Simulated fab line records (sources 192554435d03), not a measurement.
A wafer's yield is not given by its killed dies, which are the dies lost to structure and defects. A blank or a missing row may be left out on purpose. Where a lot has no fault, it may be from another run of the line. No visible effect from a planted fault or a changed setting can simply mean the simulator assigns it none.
Comparing a struck lot with a sound one ; flow n5Finfet ; 28 out of 1938 route steps
Sound: the wafers L650.2, L650.3, L650.5. The struck wafers were L645.1, L645.3, L645.4. At the end, the cause is stated.
Each step with rows lists, per side, the tool, then ch with its chambers, then its first start. Under that, the readings that differ: sound wafers ; struck wafers ; difference of the means ; sigmas: that difference in standard deviations of wafers without a fault.
alike: readings with means less than 2 such deviations apart, plus words and numbers identical on both sides. not compared: withheld readings, readings lacking a value on some wafer, bounds such as >300 that could conceal the same value, and numbers that have no deviation in the record and whose values overlap.
A row with sigmas, a row that says differs or no value, or rows on one side alone: a step with any of these is where the two part. When numbers do not overlap yet have no deviation, they are printed without sigmas and do not part them. A reading that every wafer of one side lacks parts them only if that side has two wafers or more.

first, 8 steps without rows for these wafers: N5_BEOL_M1_CMP_52 (polishes, stops on SiOC, t overpolish 6.8 s, target thk 40 nm); N5_BEOL_M1_PRE_CLEAN_60 (time 15 s); N5_BEOL_M1_CO_CAP_55 (material Co, precursor CCTBA/H2, target thk 2 nm, time 102.1 s); N5_BEOL_M1_PRE_CLEAN_56 (time 15 s); N5_BEOL_M1_DEP_57 (deposits SiCN from 3MS/NH3, target thk 8 nm, time 14 s); N5_BEOL_M2_ILD_DEP_00 (deposits SiOC from DEMS/O2, target thk 79 nm, time 15.3 s); N5_BEOL_M2_PECVD_72 (deposits SiO2 from TEOS/O2, target thk 16 nm, time 18 s); N5_BEOL_M2_HM_DEP_02 (deposits TiN, target thk 20 nm).
N5_BEOL_M2_COAT_61: time 60 s, resist thk 60 nm.
  sound on lithoTrack-02 ch 0, day 11 02:37; struck on lithoTrack-04 ch 0, day 10 01:48
reading;sound;struck;difference;sigmas
spinSpeedRpm (rpm);1500.2 1501.0 1498.4;1405.3 1404.5 1404.5;-95.1;-99 or more
model.SOC_of_BEOL_M2_COAT_61.thkNm (nm);60.2 60 60;62 62.2 62;+2;
then, 11 steps without rows for these wafers: N5_BEOL_M2_COAT_62 (time 60 s, resist thk 12 nm); N5_BEOL_M2_COAT_73 (time 60 s, resist thk 5 nm); N5_BEOL_M2_COAT_05 (resist thk 30 nm); N5_BEOL_M2_EBR_07; N5_BEOL_M2_SOFTBAKE_06 (time 60 s); N5_BEOL_M2_EXPOSE_08 (exposes mask M2); N5_BEOL_M2_PEB_09 (peb time 60 s); N5_BEOL_M2_DEVELOP_10 (develop time 30 s); N5_BEOL_M2_DESCUM_16 (chemistry O2, time 7 s); N5_BEOL_M2_ETCH_74 (etches underlayer in N2/H2, target depth 6.5 nm, time 5.2 s); N5_BEOL_M2_ETCH_63 (etches SiARC in CF4, target depth 15.6 nm, time 26 s).
N5_BEOL_M2_ETCH_64: etches SOC in N2/H2, target depth 75 nm, overetch 22.5 nm, time 121.9 s.
  sound on rieDiel-04 ch 0,1,3, day 11 03:07; struck on rieDiel-06 ch 0,1,3, day 10 02:23
reading;sound;struck;difference;sigmas
model.etch.depthNm (nm);60.11 60.06 59.93;62.04 62.19 62.07;+2.07;
  alike: drypumpMotorCurrentA, n2FlowSccm, oesProductAu, rfVppV, showerheadPlenumPTorr, throttleValvePct
  not compared: rfHoursCounterH
then, 3 steps without rows for these wafers: N5_BEOL_M2_STRIP_65 (strips in N2/H2); N5_BEOL_M2_STRIP_75 (strips in N2/H2); N5_BEOL_M2_STRIP_66 (strips in CF4).
N5_BEOL_M2_HM_OPEN_17: chemistry Cl2/BCl3, target TiN, target depth 20 nm, overetch 6 nm.
  sound on rieMetal-02 ch 0,1, day 11 03:17; struck on rieMetal-01 ch 0,1, day 10 02:34
reading;sound;struck;difference;sigmas
model.SOC_of_BEOL_M2_COAT_61.thkNm (nm);52 51.8 51.8;54.2 54.2 54.2;+2.3;
  alike: drypumpMotorCurrentA, oesProductAu, throttleValvePct
  not compared: rfHoursCounterH
then, 1 step without rows for these wafers: N5_BEOL_M2_STRIP_19 (strips in O2).
N5_BEOL_M4_RC_MEAS_101:
  sound on prober-01 ch 0, day 12 07:16; struck on prober-01 ch 0, day 11 07:11
reading;sound;struck;difference;sigmas
ION_P (uA/um);466 463 466;447 454 455;-13;-2
  alike: DIBL_N, DIBL_P, IOFF_N, IOFF_P, ION_N, SS_N, SS_P, VT_N, VT_P
following that, these wafers have no rows for 1 step: N5_PASSIVATION_PROBE_49.

WHERE THEY PART
Last at N5_BEOL_M4_RC_MEAS_101 as far as this record goes, first at N5_BEOL_M2_COAT_61.

WHY: whatever the simulator had introduced
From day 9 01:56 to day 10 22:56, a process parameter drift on lithoTrack-04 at N5_BEOL_M2_COAT_61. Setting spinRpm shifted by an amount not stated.
